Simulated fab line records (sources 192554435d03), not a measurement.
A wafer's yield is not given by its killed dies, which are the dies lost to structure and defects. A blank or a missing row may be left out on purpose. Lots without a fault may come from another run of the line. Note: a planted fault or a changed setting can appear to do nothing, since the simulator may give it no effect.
Matching of chambers | flow n5 finfet | N5_SDB_ALD_29 on ald sin-04 has 4 sister chambers
The step deposits SiNx, target thk 30 nm, pulse time 1 s, ald cycles 600. 8 wafers are shown with their chamber, then 9 later ones without.

== WAFERS WITH THEIR CHAMBER ==
wafer  | chamber | heater power w (W) | precursor pulse height rel
L082.1 | 0       | 885                | 0.979
L082.3 | 1       | 793                | 1.000
L082.6 | 1       | 806                | 0.980
L086.3 | 2       | 767                | 1.005
L086.6 | 0       | 894                | 1.017
L088.2 | 3       | 991                | 0.983
L088.5 | 2       | 759                | 0.975
L088.6 | 3       | 994                | 0.982

== WAFERS WHOSE CHAMBER IS MISSING ==
wafer  | heater power w (W) | precursor pulse height rel
L089.1 | 975                | 1.002
L089.2 | 881                | 0.996
L089.3 | 752                | 0.999
L090.3 | 808                | 0.996
L090.5 | 807                | 0.981
L090.6 | 764                | 0.992
L092.1 | 760                | 1.003
L092.2 | 979                | 0.973
L092.5 | 998                | 1.011

== EACH ONE'S CHAMBER ==
wafer  | from the rows above | in truth
L089.1 | 3                   | 3
L089.2 | 0                   | 0
L089.3 | 2                   | 2
L090.3 | 1                   | 1
L090.5 | 1                   | 1
L090.6 | 2                   | 2
L092.1 | 2                   | 2
L092.2 | 3                   | 3
L092.5 | 3                   | 3
9 of 9 placed correctly. Number that these rows cannot place: 0. 0 placed wrongly.
How it was worked out, from the rows above alone: a wafer's distance from a chamber is the root of the sum, over the readings, of the square of ((its reading less the chamber's mean) divided by the reading's scatter). If the next closest chamber is less than 2 further off than the closest, the wafer can't be placed; otherwise it belongs to the closest. A chamber's mean is the mean of its shown wafers. The scatter: the root of (the sum of the squares of (reading less its chamber's mean) over the shown wafers, divided by (wafers less chambers)).
